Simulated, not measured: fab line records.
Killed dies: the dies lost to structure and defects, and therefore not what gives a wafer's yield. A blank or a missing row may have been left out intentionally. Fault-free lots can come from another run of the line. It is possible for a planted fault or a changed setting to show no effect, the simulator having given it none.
Split-lot study :: flow n5_finfet :: 39 wafers read across 7 lots, on a route 1938 steps long

## SPLIT DETAILS
At N5_BEOL_M9_VIA_ETCH_34 (etches SiCOH lowk in C4F6/O2, target depth 182.4 nm, time 68.4 s), the setting target_depth_a was moved away from the recipe's 1824 angstrom on 9 of the 39 wafers read, by -37.1% to +45.4%. All remaining wafers had this setting at the recipe value.

The split's own step is where the reading is taken.

## THE READING
SOC_of_BEOL_M9_COAT_63.thk_nm (the simulator's own value, which no gauge read), in nm, at N5_BEOL_M9_VIA_ETCH_34 (etches SiCOH lowk in C4F6/O2, target depth 182.4 nm, time 68.4 s). The file gives no usual value for it. Across the 30 wafers here that went through the recipe, the average is 51.1 nm and the standard deviation 0.27 nm.

wafer: L074.1
tool, chamber at the split: rie_diel-02, 0
target_depth_a as run, angstrom: 1824
against the recipe: recipe
SOC_of_BEOL_M9_COAT_63.thk_nm, nm: 51
against lot-mates on the recipe: -

wafer: L074.2
tool, chamber at the split: rie_diel-02, 2
target_depth_a as run, angstrom: 2652
against the recipe: +45.4%
SOC_of_BEOL_M9_COAT_63.thk_nm, nm: 46.2
against lot-mates on the recipe: -4.9

wafer: L074.3
tool, chamber at the split: rie_diel-02, 1
target_depth_a as run, angstrom: 1824
against the recipe: recipe
SOC_of_BEOL_M9_COAT_63.thk_nm, nm: 51
against lot-mates on the recipe: -

wafer: L074.4
tool, chamber at the split: rie_diel-02, 3
target_depth_a as run, angstrom: 2652
against the recipe: +45.4%
SOC_of_BEOL_M9_COAT_63.thk_nm, nm: 46.8
against lot-mates on the recipe: -4.3

wafer: L074.5
tool, chamber at the split: rie_diel-02, 1
target_depth_a as run, angstrom: 1824
against the recipe: recipe
SOC_of_BEOL_M9_COAT_63.thk_nm, nm: 51.2
against lot-mates on the recipe: -

wafer: L074.6
tool, chamber at the split: rie_diel-02, 2
target_depth_a as run, angstrom: 2652
against the recipe: +45.4%
SOC_of_BEOL_M9_COAT_63.thk_nm, nm: 46.4
against lot-mates on the recipe: -4.7

wafer: L076.1
tool, chamber at the split: rie_diel-02, 1
target_depth_a as run, angstrom: 1824
against the recipe: recipe
SOC_of_BEOL_M9_COAT_63.thk_nm, nm: 51.2
against lot-mates on the recipe: -

wafer: L076.2
tool, chamber at the split: rie_diel-02, 0
target_depth_a as run, angstrom: 1824
against the recipe: recipe
SOC_of_BEOL_M9_COAT_63.thk_nm, nm: 51
against lot-mates on the recipe: -

wafer: L076.3
tool, chamber at the split: rie_diel-02, 2
target_depth_a as run, angstrom: 1824
against the recipe: recipe
SOC_of_BEOL_M9_COAT_63.thk_nm, nm: 50.4
against lot-mates on the recipe: -

wafer: L076.4
tool, chamber at the split: rie_diel-02, 3
target_depth_a as run, angstrom: 1824
against the recipe: recipe
SOC_of_BEOL_M9_COAT_63.thk_nm, nm: 51
against lot-mates on the recipe: -

wafer: L076.5
tool, chamber at the split: rie_diel-02, 3
target_depth_a as run, angstrom: 1824
against the recipe: recipe
SOC_of_BEOL_M9_COAT_63.thk_nm, nm: 51.2
against lot-mates on the recipe: -

wafer: L076.6
tool, chamber at the split: rie_diel-02, 2
target_depth_a as run, angstrom: 1824
against the recipe: recipe
SOC_of_BEOL_M9_COAT_63.thk_nm, nm: 50.6
against lot-mates on the recipe: -

wafer: L077.1
tool, chamber at the split: rie_diel-05, 1
target_depth_a as run, angstrom: 1824
against the recipe: recipe
SOC_of_BEOL_M9_COAT_63.thk_nm, nm: 51.4
against lot-mates on the recipe: -

wafer: L077.2
tool, chamber at the split: rie_diel-05, 2
target_depth_a as run, angstrom: 1824
against the recipe: recipe
SOC_of_BEOL_M9_COAT_63.thk_nm, nm: 50.8
against lot-mates on the recipe: -

wafer: L077.3
tool, chamber at the split: rie_diel-05, 0
target_depth_a as run, angstrom: 1824
against the recipe: recipe
SOC_of_BEOL_M9_COAT_63.thk_nm, nm: 51
against lot-mates on the recipe: -

wafer: L077.4
tool, chamber at the split: rie_diel-05, 2
target_depth_a as run, angstrom: 1824
against the recipe: recipe
SOC_of_BEOL_M9_COAT_63.thk_nm, nm: 51
against lot-mates on the recipe: -

wafer: L077.5
tool, chamber at the split: rie_diel-05, 1
target_depth_a as run, angstrom: 1824
against the recipe: recipe
SOC_of_BEOL_M9_COAT_63.thk_nm, nm: 51.2
against lot-mates on the recipe: -

wafer: L077.6
tool, chamber at the split: rie_diel-05, 0
target_depth_a as run, angstrom: 1824
against the recipe: recipe
SOC_of_BEOL_M9_COAT_63.thk_nm, nm: 51
against lot-mates on the recipe: -

wafer: L080.1
tool, chamber at the split: rie_diel-05, 1
target_depth_a as run, angstrom: 1147
against the recipe: -37.1%
SOC_of_BEOL_M9_COAT_63.thk_nm, nm: 54.8
against lot-mates on the recipe: +3.6

wafer: L080.2
tool, chamber at the split: rie_diel-05, 3
target_depth_a as run, angstrom: 1824
against the recipe: recipe
SOC_of_BEOL_M9_COAT_63.thk_nm, nm: 50.8
against lot-mates on the recipe: -

wafer: L080.3
tool, chamber at the split: rie_diel-05, 2
target_depth_a as run, angstrom: 1824
against the recipe: recipe
SOC_of_BEOL_M9_COAT_63.thk_nm, nm: 51.2
against lot-mates on the recipe: -

wafer: L080.4
tool, chamber at the split: rie_diel-05, 0
target_depth_a as run, angstrom: 1147
against the recipe: -37.1%
SOC_of_BEOL_M9_COAT_63.thk_nm, nm: 54.4
against lot-mates on the recipe: +3.2

wafer: L080.5
tool, chamber at the split: rie_diel-05, 0
target_depth_a as run, angstrom: 1147
against the recipe: -37.1%
SOC_of_BEOL_M9_COAT_63.thk_nm, nm: 54.4
against lot-mates on the recipe: +3.2

wafer: L080.6
tool, chamber at the split: rie_diel-05, 1
target_depth_a as run, angstrom: 1824
against the recipe: recipe
SOC_of_BEOL_M9_COAT_63.thk_nm, nm: 51.6
against lot-mates on the recipe: -

wafer: L087.1
tool, chamber at the split: rie_diel-02, 2
target_depth_a as run, angstrom: 1824
against the recipe: recipe
SOC_of_BEOL_M9_COAT_63.thk_nm, nm: 51
against lot-mates on the recipe: -

wafer: L087.2
tool, chamber at the split: rie_diel-02, 1
target_depth_a as run, angstrom: 2576
against the recipe: +41.2%
SOC_of_BEOL_M9_COAT_63.thk_nm, nm: 48
against lot-mates on the recipe: -3.3

wafer: L087.3
tool, chamber at the split: rie_diel-02, 0
target_depth_a as run, angstrom: 1824
against the recipe: recipe
SOC_of_BEOL_M9_COAT_63.thk_nm, nm: 51.6
against lot-mates on the recipe: -

wafer: L087.4
tool, chamber at the split: rie_diel-02, 3
target_depth_a as run, angstrom: 1824
against the recipe: recipe
SOC_of_BEOL_M9_COAT_63.thk_nm, nm: 51.2
against lot-mates on the recipe: -

wafer: L087.5
tool, chamber at the split: rie_diel-02, 2
target_depth_a as run, angstrom: 2576
against the recipe: +41.2%
SOC_of_BEOL_M9_COAT_63.thk_nm, nm: 47.4
against lot-mates on the recipe: -3.9

wafer: L087.6
tool, chamber at the split: rie_diel-02, 1
target_depth_a as run, angstrom: 2576
against the recipe: +41.2%
SOC_of_BEOL_M9_COAT_63.thk_nm, nm: 48
against lot-mates on the recipe: -3.3

wafer: L091.1
tool, chamber at the split: rie_diel-05, 0
target_depth_a as run, angstrom: 1824
against the recipe: recipe
SOC_of_BEOL_M9_COAT_63.thk_nm, nm: 51.2
against lot-mates on the recipe: -

wafer: L091.2
tool, chamber at the split: rie_diel-05, 2
target_depth_a as run, angstrom: 1824
against the recipe: recipe
SOC_of_BEOL_M9_COAT_63.thk_nm, nm: 51.2
against lot-mates on the recipe: -

wafer: L091.3
tool, chamber at the split: rie_diel-05, 3
target_depth_a as run, angstrom: 1824
against the recipe: recipe
SOC_of_BEOL_M9_COAT_63.thk_nm, nm: 51
against lot-mates on the recipe: -

wafer: L091.4
tool, chamber at the split: rie_diel-05, 3
target_depth_a as run, angstrom: 1824
against the recipe: recipe
SOC_of_BEOL_M9_COAT_63.thk_nm, nm: 51.2
against lot-mates on the recipe: -

wafer: L091.5
tool, chamber at the split: rie_diel-05, 2
target_depth_a as run, angstrom: 1824
against the recipe: recipe
SOC_of_BEOL_M9_COAT_63.thk_nm, nm: 51.2
against lot-mates on the recipe: -

wafer: L091.6
tool, chamber at the split: rie_diel-05, 0
target_depth_a as run, angstrom: 1824
against the recipe: recipe
SOC_of_BEOL_M9_COAT_63.thk_nm, nm: 51
against lot-mates on the recipe: -

wafer: L094.4
tool, chamber at the split: rie_diel-02, 0
target_depth_a as run, angstrom: 1824
against the recipe: recipe
SOC_of_BEOL_M9_COAT_63.thk_nm, nm: 51.6
against lot-mates on the recipe: -

wafer: L094.5
tool, chamber at the split: rie_diel-02, 0
target_depth_a as run, angstrom: 1824
against the recipe: recipe
SOC_of_BEOL_M9_COAT_63.thk_nm, nm: 51.4
against lot-mates on the recipe: -

wafer: L094.6
tool, chamber at the split: rie_diel-02, 3
target_depth_a as run, angstrom: 1824
against the recipe: recipe
SOC_of_BEOL_M9_COAT_63.thk_nm, nm: 51.4
against lot-mates on the recipe: -

THE FIT
A straight line over all 39 wafers: SOC_of_BEOL_M9_COAT_63.thk_nm changes by -0.0924 nm for each +1% of target_depth_a; r = -0.98; the points scatter about the line by 0.33 nm.
The same after taking each lot's own level away (the mean of its wafers on the recipe; 39 wafers): -0.0924 nm for each +1%; r = -0.99; scatter 0.27 nm.
Per that fit: largest target_depth_a move, reading shift of 4.2 nm.
From 50.90 to 51.47 nm: that is the span of the lots' own levels, equal to 2.1 times the standard deviation above.
The two slopes agree, so the slope changes little with the lot-to-lot level.
Check: with one of the wafers moved furthest among these (+45.4%) left out of the fit, the line predicts -4.1 nm for it against its lot-mates. It came out at -4.87 nm against them.

## THESE WAFERS: OTHER SPLITS
Note: prior to the reading, these wafers also went through further splits. Each is held against what the fit with the lots' levels taken away leaves over:
other split on the same wafers: N5_FIN_SAQP_HM_DEP_03 target_thk_a
wafers away from the commonest value: 9
r with SOC_of_BEOL_M9_COAT_63.thk_nm (lot level and that fit taken away): -0.36

other split on the same wafers: N5_SD_EPI_P_ETCHBACK_46 target_depth_a
wafers away from the commonest value: 15
r with SOC_of_BEOL_M9_COAT_63.thk_nm (lot level and that fit taken away): -0.04

other split on the same wafers: N5_MOL_CONTACT_COAG_ALD_20 ald_cycles
wafers away from the commonest value: 18
r with SOC_of_BEOL_M9_COAT_63.thk_nm (lot level and that fit taken away): -0.13

other split on the same wafers: N5_BEOL_M5_DEP_56 target_thk_a
wafers away from the commonest value: 6
r with SOC_of_BEOL_M9_COAT_63.thk_nm (lot level and that fit taken away): +0.21

## THE WHOLE CHAIN: every reading that the file lists as answering this split, in the file's order
step: N5_BEOL_M9_VIA_ETCH_34
what it does: etches SiCOH lowk in C4F6/O2, target depth 182.4 nm, time 68.4 s
reading: etch.depth_nm (the simulator's own value, which no gauge read)
change (the file's fit): +1.91 nm for each +1% of the setting
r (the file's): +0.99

step: N5_BEOL_M9_VIA_ETCH_34
what it does: etches SiCOH lowk in C4F6/O2, target depth 182.4 nm, time 68.4 s
reading: SOC_of_BEOL_M9_COAT_63.thk_nm (the simulator's own value, which no gauge read)
change (the file's fit): -0.0925 nm for each +1% of the setting
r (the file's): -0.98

## FILE'S OWN FIT
SOC_of_BEOL_M9_COAT_63.thk_nm changes by -0.0925 nm for each +1% of target_depth_a, r = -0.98.
